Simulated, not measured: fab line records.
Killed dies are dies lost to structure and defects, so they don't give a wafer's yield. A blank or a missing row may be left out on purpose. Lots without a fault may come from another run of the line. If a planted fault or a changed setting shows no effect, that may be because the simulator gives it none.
Chamber matching -- flow n5 finfet -- N5_BEOL_M8_DEP_56 on pecvd-03 has 3 sister chambers
The step deposits SiCN from 3MS/NH3, target thk 10 nm, time 17.5 s. 3 wafers are shown with their chamber, then 8 later ones without.

WAFERS, EACH WITH ITS CHAMBER
wafer,chamber,showerhead plenum p Torr (Torr)
L090.6,0,3.662
L092.4,2,3.678
L095.1,1,3.644

WAFERS MISSING THEIR CHAMBER
wafer,showerhead plenum p Torr (Torr)
L095.2,3.669
L095.3,3.664
L096.1,3.676
L096.3,3.647
L096.4,3.660
L097.2,3.641
L097.4,3.664
L097.6,3.670

WHICH CHAMBER EACH ONE RAN IN
wafer,from the rows above,in truth
L095.2,can't be placed: 0 or 2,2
L095.3,0,0
L096.1,2,2
L096.3,1,1
L096.4,0,0
L097.2,1,1
L097.4,0,0
L097.6,can't be placed: 0 or 2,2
6 of 8 placed correctly. Not placeable from these rows: 2 (in 2, the candidates include the true chamber). Wrongly placed: 0.
How it was worked out, from the rows above alone: a wafer's distance from a chamber is the root of the sum, over the readings, of the square of ((its reading less the chamber's mean) divided by the reading's scatter). If the next closest chamber is less than 2 further off than the closest, the wafer can't be placed; otherwise it belongs to the closest. The mean given for a chamber averages the wafers shown for that chamber. The scatter: root of mean squared gap, hidden wafer to nearest shown wafer, with one shown wafer a chamber.
